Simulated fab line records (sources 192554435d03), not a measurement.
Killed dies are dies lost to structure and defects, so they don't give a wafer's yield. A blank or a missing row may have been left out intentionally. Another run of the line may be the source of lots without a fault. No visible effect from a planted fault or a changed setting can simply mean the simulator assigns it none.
Code-filled problem report in 8D (eight disciplines) form -- flow n5_finfet -- the parts of the form that need people (team, actions taken, sign-off) are left out

== 1. WHAT WENT WRONG ==
Wafers without a fault read 13, standard deviation 5.7; killed_at_M4_up at N5_PASSIVATION_PROBE_49 reads a mean of 114 on 6 wafers belonging to 2 lots. Measured from the usual mean, that is +18 standard deviations.
Seen first at day 15 09:37 on prober-02, wafer L732.2. The record has a number at this step for 6 wafers belonging to 2 lots. Rule for "out", or "out of limits": more than 4 standard deviations from the usual mean. Any other wafer with a number is counted as sound.

== 2. WHAT IT IS AND WHAT IT IS NOT ==
question,is,is not
which readings at this step,killed_at_M4_up,"killed_at_M0_to_M3, killed_at_contacts, killed_at_front_end, killed_short, sort_bin_6_memory, sort_bin_8_speed"
which lots,"L731, L732",-
which wafers of those lots,all that have a number,-
read on which tools,prober-02,-
when,from day 15 09:37,up to then (0 sound wafers)

== 3. SUSPECTS, AND WHAT RULES EACH OUT ==
Counting: a tool at any process step up to the reading remains a suspect when it ran all the lots that are out and ran no sound lot after the first of those.
- rie_diel-04 at N5_BEOL_M6_STRIP_80 (strips in N2/H2, time 10 s): kept. It ran every lot that is out, first L732 (day 11 23:22), and no sound lot after that.
- pvd_sputter-01 at N5_MIM_TOP_SPUTTER_03 (material TiN, target thk 35 nm, time 89.7 s): kept. It ran every lot that is out, first L732 (day 14 20:07), and no sound lot after that.
- prober-02 at N5_PASSIVATION_PROBE_49: kept. It ran every lot that is out, first L732 (day 15 09:37), and no sound lot after that. Its own killed_at_M4_up readings are out on those wafers.
After the count, these remain: rie_diel-04 at N5_BEOL_M6_STRIP_80, pvd_sputter-01 at N5_MIM_TOP_SPUTTER_03 and prober-02 at N5_PASSIVATION_PROBE_49.

== 4. THE CAUSE (what the simulator had put in) ==
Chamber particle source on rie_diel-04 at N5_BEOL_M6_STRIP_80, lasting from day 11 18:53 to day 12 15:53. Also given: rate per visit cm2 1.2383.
Counting left 3 suspects, and this tool is among them.

== 5. SEQUENCE OF EFFECTS, ordered by route ==
Each row: a reading whose mean over the struck wafers that have a number lies more than 3 standard deviations from the usual. Only readings whose record carries a usual standard deviation are examined. hours: median over the lots of the time between each lot's start at the first step of this table that gives one and its start at this step. sigmas: the change, counted in usual standard deviations.
hours,step,reading,usual,on struck wafers,change,sigmas
0,N5_PASSIVATION_PROBE_49,defect_limited_yield,91.1 %,83.4,-7.7,-5.1
0,N5_PASSIVATION_PROBE_49,killed_at_M4_up,13,114,+100,+18
0,N5_PASSIVATION_PROBE_49,killed_dies,105,196,+91,+5.0
0,N5_PASSIVATION_PROBE_49,killed_on_rim,14,27,+13,+3.3
0,N5_PASSIVATION_PROBE_49,sort_bin_5_function,5.2 %,10.0,+4.8,+4.8
0,N5_PASSIVATION_PROBE_49,sort_n_pass,1074,984,-90,-5.0
0,N5_PASSIVATION_PROBE_49,sort_yield_pct,91.0 %,83.4,-7.6,-5.1
Its process steps:
- N5_PASSIVATION_PROBE_49

== 6. HOW IT WOULD HAVE BEEN CAUGHT EARLIER ==
In this record no reading fell out of limits until day 15 09:37, 87 hours after the fault had begun at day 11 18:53.
An alarm limit of 4 standard deviations would not have fired on the tool readings at N5_BEOL_M6_STRIP_80 for which the record gives a usual standard deviation, since none of them was out on any struck wafer.
Lots out: 2; all had begun N5_BEOL_M6_STRIP_80 on rie_diel-04 by day 15 09:37. A hold on the tool at that time would have spared none of them.
